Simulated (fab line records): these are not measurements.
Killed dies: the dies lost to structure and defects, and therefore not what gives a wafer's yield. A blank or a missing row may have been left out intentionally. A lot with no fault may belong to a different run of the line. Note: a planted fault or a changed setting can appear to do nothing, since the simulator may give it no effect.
fab line records	flow nandHarc
[record] lots = 7	wafers = 21	lastDay = 23
route steps=1159 shown P_GATE@127 END@1159
lots untouched by any fault: they come from a run of this same line in which no faults occurred
startH: the number of hours between the record's first day and the start of the first shown wafer of the lot	waitH: hours since the lot's step before	" identical to the entry in the row above	L1.1+2: a single row standing in for several wafers	- no value present, or no start provided	* or withheld: withheld	< > ~ a bound
route shown NAME@n: names a module that has steps shown in the file, with the first one's number in the route	usual: the fault-free wafers' mean and standard deviation	same: alike in all rows	chamber/n: place in a boat	sites: readings site by site	_std_site: the standard deviation of these	_edge_site: the outer-site mean with the inner-site mean subtracted	radiusMm: how far each site lies from the wafer's centre	mask NAME#n: copy n	behind: the most recent tool/chamber to have shaped the wafer	hold: why the lot went on hold/how many hours it stayed there/how the hold came to an end	device: the transistor (n, p or np) that didn't switch	end of line: the route-end tests of the same wafers	for a step that has no rows: nothing shown but its recipe	killed: dies that structure and defects cost at the first sort, which is not the same as the wafer's yield	map: a wafer's dies, x killed, . not, _ none there
set.NAME: the setting as run; set.NAME@STEP: as run at that earlier step	model.NAME: the simulator's own value behind a step, which no gauge read
lots at some steps of the route; a table a step, a row a wafer
services: a tool's chamber out of use, with start hour (startH, from the record's first day; less than 0 if before it), hours out, and reason
[[steps]]
[step NHARC_P_GATE_PRECLEAN_71]
[recipe] timeS = *	tempC = 50	bathAgeMin = 0	chemistry = SC1
[step NHARC_P_GATE_SRD_72]
[step NHARC_P_GATE_OXIDE_16]
[recipe] targetThkA = 30	tempC = 875	oxTimeS = 392	material = SiO2
[step NHARC_P_GATE_CVD_17]
[recipe] targetThkA = 1500	tempC = 620	timeS = 900	material = poly-Si
[step NHARC_P_GATE_HM_DEP_102]
[recipe] targetThkA = 1200	tempC = 400	material = aC
[step NHARC_P_GATE_DEP_103]
[recipe] targetThkA = 300	targetThkNm = 30	tempC = 400	flowSccm = 200	rfW = 350	material = SiON
[usual] heaterPowerW = 714/87
lot.wafer	tool	chamber	startH	waitH	heaterPowerW
L274.2	pecvd-01	2	112.50	0.5	601
L274.3	"	1	"	"	812
L274.6	"	1	"	"	815
L278.1	pecvd-02	1	138.32	0.6	711
L278.5	"	1	"	"	722
L278.6	"	2	"	"	615
L284.1	pecvd-01	0	165.54	0.6	811
L284.3	"	0	"	"	825
L284.6	"	0	"	"	833
L281.2	pecvd-01	2	166.20	0.7	643
L281.4	"	0	"	"	798
L281.5	"	0	"	"	808
L285.1	pecvd-02	2	179.16	0.6	744
L285.5	"	0	"	"	678
L285.6	"	1	"	"	838
L286.1	pecvd-04	0	179.24	0.6	835
L286.2	"	2	"	"	747
L286.4	"	0	"	"	833
L288.3	pecvd-01	1	192.43	0.4	806
L288.4	"	0	"	"	781
L288.5	"	1	"	"	809
[step NHARC_P_GATE_DEHYDRATE_18]
[recipe] tempC = 150	timeS = 120
[step NHARC_P_GATE_HMDS_19]
[recipe] timeS = 30
[step NHARC_P_GATE_COAT_20]
[recipe] spinRpm = 1500	resistThkNm = 90
[step NHARC_P_GATE_SOFTBAKE_21]
[recipe] tempC = 105	timeS = 55
[step NHARC_P_GATE_EBR_22]
[step NHARC_P_GATE_EXPOSE_23]
[recipe] na = 1.35	targetCdNm = 120	doseMj = 93.91	maskId = P_GATE
[step NHARC_P_GATE_PEB_24]
[recipe] pebTempC = 100	pebTimeS = 65
[usual] exhaustPa = 45.0/0.95	resistLineTempC = 23.01/0.11
lot.wafer	tool	chamber	startH	waitH	exhaustPa	resistLineTempC
L274.2	lithoTrack-06	0	113.11	0.1	46.5	23.03
L274.3	"	0	"	"	46.1	23.12
L274.6	"	0	"	"	45.9	23.03
L278.1	lithoTrack-06	0	138.76	0.1	43.8	23.07
L278.5	"	0	"	"	44.3	23.02
L278.6	"	0	"	"	44.4	22.93
L284.1	lithoTrack-06	0	166.18	0.1	44.4	22.93
L284.3	"	0	"	"	45.3	23.22
L284.6	"	0	"	"	46.5	23.14
L281.2	lithoTrack-06	0	166.85	0.1	44.1	23.05
L281.4	"	0	"	"	45.6	23.15
L281.5	"	0	"	"	43.7	22.96
L285.1	lithoTrack-01	0	179.71	0.1	44.7	22.89
L285.5	"	0	"	"	46.7	23.02
L285.6	"	0	"	"	43.8	23.02
L286.1	lithoTrack-06	0	179.74	0.1	46.3	22.85
L286.2	"	0	"	"	46.3	22.92
L286.4	"	0	"	"	44.2	22.94
L288.3	lithoTrack-04	0	192.85	0.0	43.7	22.96
L288.4	"	0	"	"	44.2	23.02
L288.5	"	0	"	"	44.8	23.02
[step NHARC_P_GATE_DEVELOP_25]
[recipe] developTimeS = 35	devTempC = 23
[step NHARC_P_GATE_CD_MEAS_26]
[recipe] targetCdNm = 120	landingEnergyEv = 500
[usual] cdNm = 119.7/0.59
lot.wafer	tool	chamber	startH	waitH	cdNm
L274.2	cdSem-01	0	113.20	-	119.8
L274.3	"	0	"	"	120.1
L274.6	"	0	"	"	118.9
L278.1	cdSem-02	0	138.84	-	119.0
L278.5	"	0	"	"	119.1
L278.6	"	0	"	"	118.3
L284.1	cdSem-01	0	166.26	-	106.5
L284.3	"	0	"	"	107.1
L284.6	"	0	"	"	107.5
L281.2	cdSem-02	0	166.93	-	107.6
L281.4	"	0	"	"	107.0
L281.5	"	0	"	"	107.0
L285.1	cdSem-03	0	179.79	-	118.9
L285.5	"	0	"	"	119.1
L285.6	"	0	"	"	119.6
L286.1	cdSem-01	0	179.82	-	107.5
L286.2	"	0	"	"	107.1
L286.4	"	0	"	"	106.8
L288.3	cdSem-01	0	192.94	-	119.7
L288.4	"	0	"	"	119.5
L288.5	"	0	"	"	119.4
[step NHARC_P_GATE_OVL_MEAS_27]
[usual] overlayXNm = 0.0/1	overlayYNm = 0.0/0.7
lot.wafer	tool	chamber	startH	waitH	overlayXNm	overlayYNm
L274.2	overlay-02	-	113.28	-	-0.3	0.0
L274.3	"	-	"	"	-0.2	-0.6
L274.6	"	-	"	"	-0.1	-0.7
L278.1	overlay-01	-	138.93	-	-0.5	-0.5
L278.5	"	-	"	"	-0.3	0.0
L278.6	"	-	"	"	-0.7	-0.2
L284.1	overlay-01	-	166.35	-	-1.6	-0.3
L284.3	"	-	"	"	-1.4	-0.6
L284.6	"	-	"	"	-1.0	-0.4
L281.2	overlay-02	-	167.02	-	0.0	0.1
L281.4	"	-	"	"	0.0	0.1
L281.5	"	-	"	"	0.2	-0.3
L285.1	overlay-02	-	179.87	-	-1.6	-0.3
L285.5	"	-	"	"	-1.4	-0.5
L285.6	"	-	"	"	-1.4	-0.5
L286.1	overlay-02	-	179.90	-	-0.5	0.1
L286.2	"	-	"	"	-0.6	1.1
L286.4	"	-	"	"	0.2	0.6
L288.3	overlay-01	-	193.02	-	1.8	-0.5
L288.4	"	-	"	"	1.4	-0.4
L288.5	"	-	"	"	1.3	-0.2
[step NHARC_P_GATE_INSPECT_28]
[usual] rawDefectCount = 6/3.2
lot.wafer	tool	chamber	startH	waitH	rawDefectCount
L274.2	defectInspect-02	-	113.32	0.0	1
L274.3	"	-	"	"	8
L274.6	"	-	"	"	7
L278.1	defectInspect-01	-	138.97	0.0	3
L278.5	"	-	"	"	3
L278.6	"	-	"	"	2
L284.1	defectInspect-01	-	166.38	0.0	18
L284.3	"	-	"	"	13
L284.6	"	-	"	"	9
L281.2	defectInspect-01	-	167.05	0.0	6
L281.4	"	-	"	"	3
L281.5	"	-	"	"	7
L285.1	defectInspect-02	-	179.91	0.0	6
L285.5	"	-	"	"	7
L285.6	"	-	"	"	3
L286.1	defectInspect-02	-	179.94	0.0	7
L286.2	"	-	"	"	5
L286.4	"	-	"	"	3
L288.3	defectInspect-02	-	193.06	0.0	4
L288.4	"	-	"	"	6
L288.5	"	-	"	"	6
[step NHARC_P_GATE_DESCUM_31]
[recipe] timeS = 3	o2FlowSccm = 200	arFlowSccm = 0	biasPowerW = 0	chemistry = O2
[usual] drypumpMotorCurrentA = 5.9/0.37	mfcArSccm = 0.016/0.012	oesProductAu = 1.000/0.0068	rfVppV = 57.9/0.88	showerheadPlenumPTorr = 1.95/0.087	throttleValvePct = 11.311/0.0098
lot.wafer	tool	chamber	startH	waitH	drypumpMotorCurrentA	mfcArSccm	oesProductAu	rfHoursCounterH	rfVppV	showerheadPlenumPTorr	throttleValvePct	model.P_GATE.cdNm
L274.3	rieDiel-05	2	113.38	0.1	6.2	0.020	1.004	27	56.7	1.99	11.314	119.8
L274.2	"	3	"	"	5.9	0.007	0.999	25	57.9	2.04	11.322	119.9
L274.6	"	2	"	"	6.2	0.020	1.006	-	58.3	1.99	11.304	119.2
L278.1	rieDiel-05	2	139.04	0.1	6.2	0.020	1.003	34	57.2	1.98	11.298	118.6
L278.6	"	1	"	"	5.3	0.006	0.997	-	56.9	2.03	11.317	118.7
L278.5	"	3	"	"	5.9	0.007	0.994	-	58.7	2.04	11.320	118.9
L284.1	rieDiel-11	0	166.55	0.2	6.0	0	0.995	52	57.7	1.97	11.310	106.2
L284.3	"	2	"	"	5.9	0.026	0.988	51	57.1	1.92	11.303	106.8
L284.6	"	1	"	"	6.2	0.040	1.001	-	60.0	2.00	11.307	106.9
L281.2	rieDiel-08	0	167.11	0.1	6.2	0.006	1.008	12	56.9	2.00	11.304	107.7
L281.4	"	3	"	"	5.5	0.016	1.002	13	57.1	1.86	11.306	107.1
L281.5	"	0	"	"	6.2	0.006	1.004	-	57.1	2.00	11.318	107.3
L285.1	rieDiel-11	0	179.99	0.1	6.0	0	1.005	58	57.9	1.97	11.315	118.5
L285.5	"	2	"	"	5.8	0.026	0.992	-	57.6	1.91	11.305	119
L285.6	"	3	"	"	6.5	0.031	1.006	-	57.3	1.80	11.309	119.5
L286.1	rieDiel-05	1	180.01	0.1	5.3	0.006	1.001	1	58.0	2.03	11.305	107.4
L286.2	"	2	"	"	6.2	0.020	1.011	2	57.8	1.98	11.329	106.8
L286.4	"	2	"	"	6.2	0.020	1.008	-	59.6	1.98	11.318	107.2
L288.4	rieDiel-08	1	193.12	0.1	5.6	0.025	0.994	22	58.9	1.80	11.324	119.2
L288.3	"	2	"	"	5.4	0	1.004	23	58.8	2.07	11.308	120.2
L288.5	"	2	"	"	5.3	0	0.991	-	58.3	2.07	11.326	119.9
[step NHARC_P_GATE_ETCH_104]
[recipe] targetDepthA = 600	timeS = withheld	cf4FlowSccm = 100	chf3FlowSccm = 30	arFlowSccm = 0	rfW = 500	biasW = 200	chemistry = CF4/CHF3
[usual] drypumpMotorCurrentA = 5.9/0.36	mfcArSccm = 0.016/0.013	oesProductAu = 0.943/0.018	rfVppV = 371.8/2.3	showerheadPlenumPTorr = 1.61/0.064	throttleValvePct = 16.802/0.0089
lot.wafer	tool	chamber	startH	waitH	drypumpMotorCurrentA	mfcArSccm	oesProductAu	rfVppV	showerheadPlenumPTorr	throttleValvePct
L274.2	rieDiel-05	2	113.49	0.1	6.2	0.020	0.928	372.0	1.63	16.817
L274.3	"	3	"	"	5.9	0.007	0.922	374.0	1.67	16.811
L274.6	"	1	"	"	5.3	0.006	0.922	373.7	1.67	16.798
L278.1	rieDiel-05	3	139.14	0.1	5.9	0.007	0.953	374.7	1.67	16.786
L278.6	"	2	"	"	6.2	0.020	0.972	373.8	1.63	16.802
L278.5	"	1	"	"	5.3	0.006	0.957	373.2	1.67	16.793
L284.3	rieDiel-11	2	166.95	0.4	5.8	0.026	0.917	371.0	1.58	16.797
L284.1	"	0	"	"	6.0	0	0.924	372.7	1.62	16.797
L284.6	"	2	"	"	5.8	0.026	0.915	370.8	1.58	16.801
L281.2	rieDiel-08	2	167.26	0.1	5.3	0	0.946	374.0	1.70	16.798
L281.4	"	0	"	"	6.2	0.006	0.944	372.6	1.64	16.798
L281.5	"	2	"	"	5.4	0	0.941	374.9	1.70	16.817
L285.1	rieDiel-11	1	180.06	0.1	6.2	0.040	0.970	373.3	1.64	16.809
L285.5	"	0	"	"	6.0	0	0.976	372.2	1.62	16.812
L285.6	"	1	"	"	6.1	0.040	0.977	373.5	1.64	16.794
L286.2	rieDiel-05	2	180.11	0.1	6.2	0.020	0.944	373.2	1.63	16.814
L286.1	"	3	"	"	5.9	0.007	0.945	372.8	1.67	16.809
L286.4	"	2	"	"	6.2	0.020	0.948	373.7	1.63	16.810
L288.3	rieDiel-08	3	193.20	0.1	5.5	0.016	0.911	368.4	1.53	16.791
L288.4	"	0	"	"	6.2	0.006	0.939	371.4	1.64	16.807
L288.5	"	3	"	"	5.5	0.016	0.930	369.0	1.53	16.796
[step NHARC_P_GATE_HM_OPEN_105]
[recipe] targetDepthA = 3600	o2FlowSccm = 400	cosFlowSccm = 20	arFlowSccm = 0	rfW = 500	biasW = 300	chemistry = O2/COS
[usual] drypumpMotorCurrentA = 5.9/0.38	mfcArSccm = 0.017/0.012	oesProductAu = 0.999/0.0078	rfVppV = 468.5/3	showerheadPlenumPTorr = 3.18/0.13	throttleValvePct = 28.331/0.0086
lot.wafer	tool	chamber	startH	waitH	drypumpMotorCurrentA	mfcArSccm	oesProductAu	rfHoursCounterH	rfVppV	showerheadPlenumPTorr	throttleValvePct
L274.2	rieDiel-05	3	-	-	5.9	0.007	1.006	25	471.0	3.31	28.329
L274.3	"	2	"	"	6.2	0.020	1.003	27	470.9	3.23	28.332
L274.6	"	3	"	"	5.9	0.007	0.987	-	473.2	3.31	28.321
L278.1	rieDiel-05	1	-	-	5.3	0.006	1.004	33	471.0	3.30	28.324
L278.5	"	2	"	"	6.2	0.020	1.002	-	470.2	3.23	28.329
L278.6	"	1	"	"	5.3	0.006	0.997	-	471.4	3.30	28.334
L284.3	rieDiel-11	2	-	-	5.8	0.026	0.978	52	468.1	3.13	28.323
L284.1	"	1	"	"	6.2	0.040	1.003	50	469.5	3.26	28.336
L284.6	"	3	"	"	6.5	0.031	1.001	-	463.2	2.95	28.342
L281.2	rieDiel-08	0	-	-	6.2	0.006	1.007	12	470.6	3.26	28.335
L281.4	"	1	"	"	5.6	0.025	0.995	13	462.9	2.95	28.337
L281.5	"	3	"	"	5.5	0.016	0.988	-	466.3	3.04	28.329
L285.1	rieDiel-11	2	-	-	5.8	0.026	0.989	57	467.0	3.12	28.325
L285.6	"	2	"	"	5.8	0.026	0.988	-	468.3	3.12	28.318
L285.5	"	3	"	"	6.5	0.031	1.005	-	462.5	2.95	28.320
L286.1	rieDiel-05	2	-	-	6.2	0.020	0.999	2	469.9	3.23	28.328
L286.2	"	3	"	"	5.9	0.007	1.001	2	471.8	3.31	28.338
L286.4	"	3	"	"	5.9	0.007	1.003	-	471.7	3.31	28.329
L288.3	rieDiel-08	0	-	-	6.2	0.006	0.996	21	471.7	3.25	28.340
L288.4	"	1	"	"	5.6	0.025	1.007	22	463.6	2.95	28.311
L288.5	"	2	"	"	5.3	0	1.002	-	473.0	3.36	28.334
[step NHARC_P_GATE_STRIP_106]
[recipe] o2FlowSccm = 400	cosFlowSccm = 20	arFlowSccm = 0	biasW = 0	chemistry = O2/COS
[step NHARC_P_GATE_ETCH_114]
[recipe] targetDepthA = 300	overetchA = 30	timeS = 16.5	ionEnergyEv = 100	cf4FlowSccm = 80	o2FlowSccm = 20	arFlowSccm = 0	rfW = 300	biasW = 100	chemistry = CF4/O2
[usual] drypumpMotorCurrentA = 5.9/0.38	mfcArSccm = 0.017/0.012	oesProductAu = 0.998/0.0081	rfVppV = 198.4/1.5	showerheadPlenumPTorr = 1.36/0.059	throttleValvePct = 13.397/0.0092
lot.wafer	tool	chamber	startH	waitH	drypumpMotorCurrentA	mfcArSccm	oesProductAu	rfHoursCounterH	rfVppV	showerheadPlenumPTorr	throttleValvePct
L274.2	rieDiel-05	2	-	-	6.2	0.020	1.012	27	199.7	1.38	13.408
L274.3	"	1	"	"	5.3	0.006	0.999	25	200.0	1.42	13.398
L274.6	"	1	"	"	5.3	0.006	1.001	-	198.6	1.42	13.402
L278.1	rieDiel-05	3	-	-	5.9	0.007	0.984	32	200.3	1.42	13.398
L278.6	"	2	"	"	6.2	0.020	0.988	-	197.5	1.38	13.395
L278.5	"	1	"	"	5.3	0.006	0.982	-	198.5	1.42	13.406
L281.2	rieDiel-08	2	-	-	5.3	0	0.992	14	200.8	1.44	13.390
L281.4	"	0	"	"	6.2	0.006	1.007	12	200.4	1.39	13.397
L281.5	"	3	"	"	5.5	0.016	0.999	-	198.1	1.30	13.407
L284.3	rieDiel-11	2	-	-	5.8	0.026	0.981	52	197.1	1.34	13.403
L284.1	"	3	"	"	6.5	0.031	1.003	40	196.2	1.26	13.381
L284.6	"	3	"	"	6.5	0.031	0.997	-	196.5	1.26	13.401
L285.1	rieDiel-11	3	-	-	6.5	0.031	0.994	46	195.6	1.26	13.402
L285.5	"	1	"	"	6.2	0.040	0.996	-	199.8	1.39	13.406
L285.6	"	2	"	"	5.8	0.026	0.978	-	197.7	1.34	13.398
L286.2	rieDiel-05	3	-	-	5.9	0.007	1.007	2	199.4	1.42	13.383
L286.1	"	1	"	"	5.3	0.006	1.001	2	198.3	1.41	13.386
L286.4	"	2	"	"	6.2	0.020	1.009	-	196.5	1.38	13.396
L288.4	rieDiel-08	3	-	-	5.5	0.016	0.991	23	196.9	1.30	13.409
L288.3	"	1	"	"	5.6	0.025	0.999	22	196.2	1.26	13.412
L288.5	"	3	"	"	5.4	0.016	0.990	-	197.6	1.30	13.382
[step NHARC_P_GATE_ETCH_32]
[recipe] targetDepthA = 1500	overEtchFrac = 1	overEtchIonEnergyEv = 40	timeS = 100.1	hbrFlowSccm = 150	cl2FlowSccm = 50	rfW = 400	icpW = 400	biasW = 100	chemistry = HBr/Cl2
[usual] drypumpMotorCurrentA = 5.9/0.4	oesProductAu = 0.999/0.0073	throttleValvePct = 26.406/0.009
lot.wafer	tool	chamber	startH	waitH	drypumpMotorCurrentA	oesProductAu	rfHoursCounterH	throttleValvePct	model.P_GATE.cdNm
L274.2	rieSi-02	0	113.98	-	6.3	1.006	0.7	26.395	121
L274.3	"	1	"	"	6.0	1.002	0.7	26.412	121
L274.6	"	0	"	"	6.2	1.007	-	26.395	120.1
L278.1	rieSi-05	3	139.65	-	5.9	1.006	0.7	26.410	119.6
L278.5	"	1	"	"	5.4	1.006	-	26.408	120.3
L278.6	"	2	"	"	6.5	0.999	-	26.422	116.7
L281.2	rieSi-01	2	167.65	-	5.7	0.988	0.2	26.405	109
L281.4	"	0	"	"	5.3	0.995	0.2	26.411	106.6
L281.5	"	2	"	"	5.7	0.983	-	26.402	108.5
L284.3	rieSi-05	2	167.73	-	6.5	0.994	0.8	26.416	105.2
L284.1	"	3	"	"	5.9	0.998	0.8	26.402	105.7
L284.6	"	0	"	"	6.3	1.002	-	26.406	106.6
L285.1	rieSi-01	0	180.58	-	5.3	0.996	0.3	26.397	120.1
L285.5	"	0	"	"	5.3	1.005	-	26.402	118.7
L285.6	"	1	"	"	5.4	0.996	-	26.408	121.1
L286.4	rieSi-05	1	180.80	-	5.4	0.998	1.0	26.420	108
L286.2	"	2	"	"	6.5	1.003	0.9	26.397	105.9
L286.1	"	3	"	"	5.9	0.997	0.9	26.409	109
L288.3	rieSi-02	3	193.74	-	6.2	0.997	1.5	26.384	121.3
L288.4	"	2	"	"	5.9	1.001	1.4	26.403	117.5
L288.5	"	0	"	"	6.2	1.003	-	26.387	119.9
[step NHARC_P_GATE_STRIP_108]
[recipe] o2FlowSccm = 500	arFlowSccm = 0	biasW = 0	chemistry = O2
[usual] drypumpMotorCurrentA = 5.8/0.37	mfcArSccm = 0.014/0.011	oesProductAu = 0.998/0.008	rfVppV = 58.1/0.89	showerheadPlenumPTorr = 3.63/0.14	throttleValvePct = 17.034/0.0088
lot.wafer	tool	chamber	startH	waitH	drypumpMotorCurrentA	mfcArSccm	oesProductAu	rfHoursCounterH	rfVppV	showerheadPlenumPTorr	throttleValvePct
L274.2	rieDiel-05	2	114.30	-	6.3	0.020	1.009	27	58.5	3.65	17.034
L274.3	"	1	"	"	5.3	0.006	0.997	25	58.5	3.74	17.038
L274.6	"	3	"	"	5.9	0.007	0.992	-	59.7	3.74	17.011
L278.1	rieDiel-05	1	139.88	-	5.3	0.006	1.000	33	58.2	3.73	17.036
L278.5	"	2	"	"	6.2	0.020	0.997	-	58.6	3.65	17.034
L278.6	"	1	"	"	5.3	0.006	1.005	-	57.6	3.73	17.044
L281.2	rieDiel-11	0	167.90	-	6.0	0	0.990	53	57.9	3.63	17.022
L281.4	"	1	"	"	6.2	0.040	0.997	51	57.3	3.68	17.052
L281.5	"	1	"	"	6.2	0.040	0.996	-	57.4	3.68	17.022
L284.3	rieDiel-08	2	167.94	-	5.3	0	0.988	14	58.5	3.80	17.024
L284.1	"	3	"	"	5.5	0.016	1.007	13	58.0	3.44	17.028
L284.6	"	2	"	"	5.4	0	0.998	-	59.0	3.80	17.019
L285.1	rieDiel-05	2	180.74	-	6.2	0.020	0.992	2	58.5	3.64	17.038
L285.5	"	2	"	"	6.2	0.020	1.005	-	56.9	3.64	17.044
L285.6	"	3	"	"	5.9	0.007	0.998	-	58.7	3.73	17.026
L286.2	rieDiel-05	1	180.96	-	5.3	0.006	0.997	2	60.1	3.73	17.036
L286.1	"	2	"	"	6.3	0.020	1.007	2	58.3	3.64	17.028
L286.4	"	1	"	"	5.3	0.006	0.979	-	58.4	3.73	17.034
L288.4	rieDiel-08	2	193.96	-	5.4	0	1.000	24	58.8	3.79	17.017
L288.3	"	3	"	"	5.5	0.016	1.003	23	56.3	3.43	17.024
L288.5	"	3	"	"	5.5	0.016	1.002	-	58.0	3.43	17.017
[step NHARC_END_SORT_01]
[recipe] tempC = 25
[usual] killedAtArray = 27/10	killedAtOther = 0.6/1	killedAtPeriphery = 3.4/2.7	killedDies = 31/9.7	killedOpen = 3.4/1.7	killedShort = 2.2/1.5
[same] grossDies = 677
lot.wafer	tool	chamber	startH	waitH	killedAtArray	killedAtOther	killedAtPeriphery	killedDies	killedOpen	killedShort
L278.1	prober-01	0	494.03	2.5	20	1	4	25	5	5
L278.5	prober-01	0	497.29	3.8	13	0	0	13	1	0
L278.6	prober-01	0	498.11	4.1	7	0	3	10	3	1
L284.1	prober-02	0	526.27	2.5	28	6	6	40	2	0
L284.3	prober-02	0	527.86	3.1	30	3	15	48	3	2
L284.6	prober-02	0	530.25	4.0	25	3	11	39	4	0
L281.2	prober-01	0	527.09	2.8	47	0	8	55	5	1
L281.4	prober-01	0	528.71	3.4	43	0	21	64	2	3
L281.5	prober-01	0	529.52	3.7	32	1	4	37	4	2
L285.1	prober-01	0	540.63	2.5	26	0	1	27	0	0
L285.6	prober-01	0	544.69	4.1	35	0	1	36	1	2
L286.1	prober-02	0	540.66	2.5	22	0	5	27	1	1
L286.2	prober-02	0	541.46	2.8	24	1	18	43	3	1
L286.4	prober-02	0	543.07	3.4	31	3	5	39	2	2
// killed by level:class
L278.1 A_CHANNEL_HOLE_D1:chamberFilmFlake=6 A_CONTACT:geometricParticle:short=2 A_CONTACT:geometricParticle:open=2 P_M0:chamberFilmFlake=2 A_ZERO_WELL:chamberFilmFlake=2 A_STAIRCASE:chamberFilmFlake=2 P_M0:geometricParticle:open=1 A_ONON_D1:geometricParticle:short=1
L278.5 A_CHANNEL_HOLE_D1:chamberFilmFlake=6 A_STAIRCASE:chamberFilmFlake=4 A_ONON_D1:geometricParticle:open=1 A_ZERO_WELL:chamberFilmFlake=1 A_CONTACT:chamberFilmFlake=1
L278.6 A_STAIRCASE:chamberFilmFlake=3 P_GATE:geometricParticle:open=1 A_ONON_D1:geometricParticle:open=1 A_CHANNEL_FILL_D1:geometricParticle:open=1 A_CONTACT:geometricParticle:short=1 P_GATE:chamberFilmFlake=1 P_M0:chamberFilmFlake=1 A_CONTACT:chamberFilmFlake=1
L284.1 A_SLIT:chamberFilmFlake=16 THIN_TSV:chamberFilmFlake=6 A_CONTACT:chamberFilmFlake=4 P_GATE:areaPeb=4 A_CHANNEL_HOLE_D1:chamberFilmFlake=3 P_GATE:chamberFilmFlake=2 A_WL_FILL:chamberFilmFlake=2 A_CHANNEL_FILL_D1:geometricParticle:open=1
L281.2 A_CHANNEL_HOLE_D1:chamberFilmFlake=24 A_SLIT:chamberFilmFlake=14 P_GATE:areaPeb=6 A_CONTACT:geometricParticle:open=2 A_M0:geometricParticle:open=2 A_CONTACT:chamberFilmFlake=2 A_WL_FILL:geometricParticle:open=1 A_CONTACT:geometricParticle:short=1
L284.3 A_SLIT:chamberFilmFlake=15 P_GATE:areaPeb=14 A_STAIRCASE:chamberFilmFlake=4 A_CHANNEL_HOLE_D1:chamberFilmFlake=3 THIN_TSV:chamberFilmFlake=3 A_WL_FILL:chamberFilmFlake=2 A_CONTACT:chamberFilmFlake=2 P_M1:geometricParticle:open=1
L281.4 P_GATE:areaPeb=20 A_CHANNEL_HOLE_D1:chamberFilmFlake=19 A_SLIT:chamberFilmFlake=17 A_WL_FILL:geometricParticle:short=2 A_ONON_D1:geometricParticle:short=1 A_CHANNEL_HOLE_D1:geometricParticle:open=1 A_CONTACT:geometricParticle:open=1 P_GATE:chamberFilmFlake=1
L281.5 A_SLIT:chamberFilmFlake=15 A_CHANNEL_HOLE_D1:chamberFilmFlake=9 A_CONTACT:chamberFilmFlake=3 P_CONTACT:geometricParticle:open=2 A_STAIRCASE:chamberFilmFlake=2 P_M0:geometricParticle:short=1 A_CHANNEL_FILL_D1:geometricParticle:short=1 A_WL_FILL:geometricParticle:open=1
L284.6 A_SLIT:chamberFilmFlake=11 P_GATE:areaPeb=11 A_CONTACT:chamberFilmFlake=5 A_STAIRCASE:chamberFilmFlake=3 THIN_TSV:chamberFilmFlake=3 A_CHANNEL_HOLE_D1:chamberFilmFlake=2 A_CHANNEL_FILL_D1:geometricParticle:open=1 A_WL_FILL:geometricParticle:open=1
L285.1 A_SLIT:chamberFilmFlake=15 A_CHANNEL_HOLE_D1:chamberFilmFlake=5 A_CONTACT:chamberFilmFlake=5 P_GATE:chamberFilmFlake=1 A_CHANNEL_FILL_D1:chamberFilmFlake=1
L286.1 A_CHANNEL_HOLE_D1:chamberFilmFlake=11 P_GATE:areaPeb=4 A_M1:chamberFilmFlake=3 A_WL_FILL:chamberFilmFlake=2 A_CONTACT:chamberFilmFlake=2 A_BLC:chamberFilmFlake=2 A_ONON_D1:geometricParticle:open=1 A_M0:geometricParticle:short=1
L286.2 A_CHANNEL_HOLE_D1:chamberFilmFlake=17 P_GATE:areaPeb=16 A_CONTACT:chamberFilmFlake=6 P_CONTACT:geometricParticle:open=2 A_ONON_D1:geometricParticle:open=1 STARTING-WAFER:geometricParticle:short=1
L286.4 A_CHANNEL_HOLE_D1:chamberFilmFlake=16 A_CONTACT:chamberFilmFlake=6 A_STAIRCASE:chamberFilmFlake=4 P_GATE:areaPeb=4 THIN_TSV:chamberFilmFlake=3 P_CONTACT:geometricParticle:open=1 A_ONON_D1:geometricParticle:open=1 A_CHANNEL_HOLE_D1:geometricParticle:short=1
L285.6 A_SLIT:chamberFilmFlake=19 A_CHANNEL_HOLE_D1:chamberFilmFlake=8 A_CONTACT:chamberFilmFlake=4 A_ONON_D1:geometricParticle:short=1 A_CHANNEL_FILL_D1:geometricParticle:short=1 A_CONTACT:geometricParticle:open=1 P_STI:chamberFilmFlake=1 A_M1:chamberFilmFlake=1
[[services]]
tool	chamber	startH	hours	kind
lithoTrack-01	-	93.00	7.0	pm
rieDiel-05	0	94.32	-	clean
rieDiel-05	1	94.32	-	clean
rieDiel-05	2	94.32	-	clean
rieDiel-05	3	94.32	-	clean
rieDiel-11	3	101.11	6.2	repair
rieDiel-11	3	108.18	16.1	repair
rieSi-05	2	115.24	6.7	repair
lithoTrack-06	-	117.00	7.0	pm
rieSi-02	1	118.58	6.9	repair
rieDiel-05	0	118.82	-	clean
rieDiel-05	1	118.82	-	clean
rieDiel-08	-	124.80	9.0	pm
rieSi-01	-	127.00	9.0	pm
rieSi-02	-	128.53	0.2	repair
lithoTrack-04	-	141.00	7.0	pm
rieDiel-11	1	144.97	3.7	repair
pecvd-02	-	153.00	13.0	pm
rieDiel-05	-	163.62	9.0	pm
pecvd-01	1	164.34	4.4	repair
rieDiel-05	-	177.75	0.4	repair
rieDiel-11	-	189.50	9.0	pm
rieDiel-08	-	190.55	2.4	repair
pecvd-02	-	191.04	1.7	repair
[[key]]
[firstSign] step = NHARC_P_GATE_CD_MEAS_26	reading = cdNm	direction = down	sigmas = 21	usual = 119.7	struck = 107.1
[effect] step = NHARC_END_SORT_01	reading = killedAtPeriphery	direction = up	sigmas = 2.6	usual = 3.4	struck = 10.3	wafersMoved = 5
[modelEffect] step = NHARC_P_GATE_DESCUM_31	value = P_GATE.cdNm	without = 119.7	struck = 107.1
[modelEffect] step = NHARC_P_GATE_ETCH_32	value = P_GATE.cdNm	without = 119.8	struck = 107.2
metAt NHARC_P_GATE_PEB_24
struckWafers L281.2,L281.4,L281.5,L284.1,L284.3,L284.6,L286.1,L286.2,L286.4
testerLeftOut L281,L284,L286
onsetBetween 138.76 166.18
[fault] kind = processParameterDrift	tool = lithoTrack-06	chamber = -	onsetH = 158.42	steps = NHARC_P_GATE_PEB_24	channel = pebTimeS	offset = *	shape = step	endH = 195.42	actsIn = *	stated = *
// testerLeftOut: of these lots the tester's yield and bins aren't shown, on N5 and GAA mostly nor the transistor test; their killed dies are dies lost to structure and defects alone, not to doping, threshold or leakage, so they don't give the yield
